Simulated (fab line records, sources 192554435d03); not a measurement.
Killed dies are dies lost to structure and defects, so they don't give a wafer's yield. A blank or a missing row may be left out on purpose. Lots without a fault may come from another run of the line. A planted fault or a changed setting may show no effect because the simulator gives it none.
Which tool did it? | flow n5_finfet | 11 lots, 33 wafers sampled, at 5 steps of a route of 1938

WHAT THE GAUGES READ, wafer by wafer
N5_PASSIVATION_CD_MEAS_10: target cd 3000 nm. Usual: cd_nm 3000.1 nm, standard deviation 1.7.
lot  | measured     | on        | cd_nm (nm)           | flag
L430 | day 11 22:57 | cd_sem-02 | 3002.0 3001.2 2999.7 |
L431 | day 12 09:10 | cd_sem-02 | 2999.0 2998.1 2999.1 |
L433 | day 12 18:12 | cd_sem-02 | 2999.4 2999.0 2999.1 |
L435 | day 13 02:20 | cd_sem-02 | 2999.1 2999.3 2999.0 |
L436 | day 14 04:53 | cd_sem-03 | 3000.6 2998.8 2999.0 |
L438 | day 14 10:32 | cd_sem-02 | 3001.2 3000.4 3000.4 |
L437 | day 14 14:53 | cd_sem-02 | 2999.7 3001.9 2992.8 |
L441 | day 15 07:47 | cd_sem-02 | 3000.4 2998.3 2992.6 |
L444 | day 15 12:40 | cd_sem-01 | 3003.1 3000.7 2999.7 |
L450 | day 18 06:46 | cd_sem-01 | 2999.6 2997.7 2998.4 |
L449 | day 18 06:36 | cd_sem-03 | 2998.7 3002.0 3002.0 |

WHICH TOOL RAN EACH LOT (tool, then ch and the chambers of the sampled wafers, then the start)
lot  | N5_BEOL_M15_SPUTTER_43       | N5_MIM_TOP_SPUTTER_03        | N5_PASSIVATION_PECVD_01         | N5_PASSIVATION_DEVELOP_09
L430 | pvd_sputter-03, day 11 14:24 | pvd_sputter-01, day 11 18:47 | pecvd-03 ch 0,1, day 11 21:02   | litho_track-03 ch 0, day 11 22:50
L431 | pvd_sputter-02, day 12 01:00 | pvd_sputter-02, day 12 06:25 | pecvd-04 ch 0,1,2, day 12 08:40 | litho_track-03 ch 0, day 12 09:02
L433 | pvd_sputter-01, day 12 11:50 | pvd_sputter-03, day 12 15:13 | pecvd-03 ch 0,1,2, day 12 17:32 | litho_track-02 ch 0, day 12 18:05
L435 | pvd_sputter-03, day 12 17:40 | pvd_sputter-02, day 12 23:26 | pecvd-03 ch 0,1,2, day 13 01:58 | litho_track-03 ch 0, day 13 02:13
L436 | pvd_sputter-02, day 13 18:06 | pvd_sputter-01, day 14 01:35 | pecvd-04 ch 0,1, day 14 03:46   | litho_track-04 ch 0, day 14 04:46
L438 | pvd_sputter-01, day 14 02:02 | pvd_sputter-01, day 14 07:32 | pecvd-03 ch 0,2, day 14 10:03   | litho_track-04 ch 0, day 14 10:25
L437 | pvd_sputter-02, day 14 02:36 | pvd_sputter-02, day 14 09:49 | pecvd-04 ch 0,1, day 14 12:07   | litho_track-04 ch 0, day 14 14:46
L441 | pvd_sputter-03, day 14 23:22 | pvd_sputter-03, day 15 03:22 | pecvd-04 ch 0,1,2, day 15 06:19 | litho_track-04 ch 0, day 15 07:41
L444 | pvd_sputter-01, day 15 03:52 | pvd_sputter-02, day 15 09:43 | pecvd-01 ch 1,2, day 15 12:09   | litho_track-03 ch 0, day 15 12:33
L450 | pvd_sputter-02, day 17 20:43 | pvd_sputter-01, day 18 01:36 | pecvd-01 ch 0,1, day 18 04:28   | litho_track-03 ch 0, day 18 06:39
L449 | pvd_sputter-03, day 17 23:42 | pvd_sputter-01, day 18 03:24 | pecvd-01 ch 0,1,2, day 18 05:43 | litho_track-03 ch 0, day 18 06:29
- N5_BEOL_M15_SPUTTER_43: material TaN, target thk 15 nm, time 24.19 s.
- N5_MIM_TOP_SPUTTER_03: material TiN, target thk 35 nm, time 89.7 s.
- N5_PASSIVATION_PECVD_01: deposits SiNx from SiH4/NH3/N2, target thk 200 nm, time 43.2 s.
- N5_PASSIVATION_DEVELOP_09: develop time 60 s.

WHAT THE TOOLS THEMSELVES READ (means of the sampled wafers that have a number; where no wafer has one, the mark that the record gives instead)
N5_BEOL_M15_SPUTTER_43. Usual: substrate_temp_c 50.01 C, standard deviation 0.12; throttle_valve_pct 30.8 %, standard deviation 0.7.
lot  | tool           | substrate_temp_c (C) | throttle_valve_pct (%) | flag
L430 | pvd_sputter-03 | 50.00                | 30.5                   |
L431 | pvd_sputter-02 | 49.92                | 31.1                   |
L433 | pvd_sputter-01 | 50.13                | 31.0                   |
L435 | pvd_sputter-03 | 49.97                | 30.6                   |
L436 | pvd_sputter-02 | 50.04                | 30.8                   |
L438 | pvd_sputter-01 | 50.05                | 30.9                   |
L437 | pvd_sputter-02 | 49.96                | 30.9                   |
L441 | pvd_sputter-03 | 50.17                | 30.5                   |
L444 | pvd_sputter-01 | 50.06                | 31.1                   |
L450 | pvd_sputter-02 | 49.91                | 30.8                   |
L449 | pvd_sputter-03 | 49.98                | 30.2                   |

N5_MIM_TOP_SPUTTER_03. Usual: substrate_temp_c 200.01 C, standard deviation 0.18; throttle_valve_pct 30.8 %, standard deviation 0.74.
lot  | tool           | substrate_temp_c (C) | throttle_valve_pct (%) | flag
L430 | pvd_sputter-01 | 199.82               | 31.0                   |
L431 | pvd_sputter-02 | 200.20               | 31.4                   |
L433 | pvd_sputter-03 | 200.02               | 30.3                   |
L435 | pvd_sputter-02 | 200.05               | 30.5                   |
L436 | pvd_sputter-01 | 199.99               | 30.9                   |
L438 | pvd_sputter-01 | 200.11               | 30.9                   |
L437 | pvd_sputter-02 | 199.96               | 31.0                   |
L441 | pvd_sputter-03 | 199.99               | 30.2                   |
L444 | pvd_sputter-02 | 200.12               | 31.2                   |
L450 | pvd_sputter-01 | 200.06               | 31.0                   |
L449 | pvd_sputter-01 | 200.02               | 31.6                   |

N5_PASSIVATION_PECVD_01. Usual: heater_power_w 368 W, standard deviation 87; showerhead_plenum_p_Torr 8.67 Torr, standard deviation 0.054; throttle_valve_pct 29.8 %, standard deviation 1.
lot  | tool     | heater_power_w (W) | showerhead_plenum_p_Torr (Torr) | throttle_valve_pct (%) | flag
L430 | pecvd-03 | 360                | 8.73                            | 31.3                   |
L431 | pecvd-04 | 372                | 8.64                            | 29.9                   |
L433 | pecvd-03 | 318                | 8.73                            | 30.2                   |
L435 | pecvd-03 | 304                | 8.72                            | 30.2                   |
L436 | pecvd-04 | 373                | 8.66                            | 30.0                   |
L438 | pecvd-03 | 291                | 8.73                            | 31.4                   |
L437 | pecvd-04 | 411                | 8.67                            | 29.8                   |
L441 | pecvd-04 | 400                | 8.63                            | 30.0                   |
L444 | pecvd-01 | 346                | 8.68                            | 29.4                   |
L450 | pecvd-01 | 440                | 8.67                            | 29.2                   |
L449 | pecvd-01 | 325                | 8.64                            | 29.3                   |

N5_PASSIVATION_DEVELOP_09. Usual: developer_temp_C 21.01 C, standard deviation 0.1.
lot  | tool           | developer_temp_C (C) | flag
L430 | litho_track-03 | 21.08                |
L431 | litho_track-03 | 21.08                |
L433 | litho_track-02 | 20.91                |
L435 | litho_track-03 | 21.02                |
L436 | litho_track-04 | 21.07                |
L438 | litho_track-04 | 21.03                |
L437 | litho_track-04 | 21.10                |
L441 | litho_track-04 | 21.11                |
L444 | litho_track-03 | 21.06                |
L450 | litho_track-03 | 21.02                |
L449 | litho_track-03 | 21.07                |

THE ANSWER, worked out from the rows above alone
Rule: a lot is off if the mean of its wafers that have a number lies more than 3 standard deviations from the usual mean. A lot without any number at a reading at which 4 lots or more have one is off too. The other lots that the step has rows for count as sound. The gauges are gone through in route order, then the tools' own readings, and for those a lot's mean is taken as printed above. The first step at which some lot is off is used, and at that step the reading that is off furthest; a lot without a number counts as furthest.
No lot is off at any reading shown: from this, nothing can be told.

WHAT THE SIMULATOR HAD PUT IN
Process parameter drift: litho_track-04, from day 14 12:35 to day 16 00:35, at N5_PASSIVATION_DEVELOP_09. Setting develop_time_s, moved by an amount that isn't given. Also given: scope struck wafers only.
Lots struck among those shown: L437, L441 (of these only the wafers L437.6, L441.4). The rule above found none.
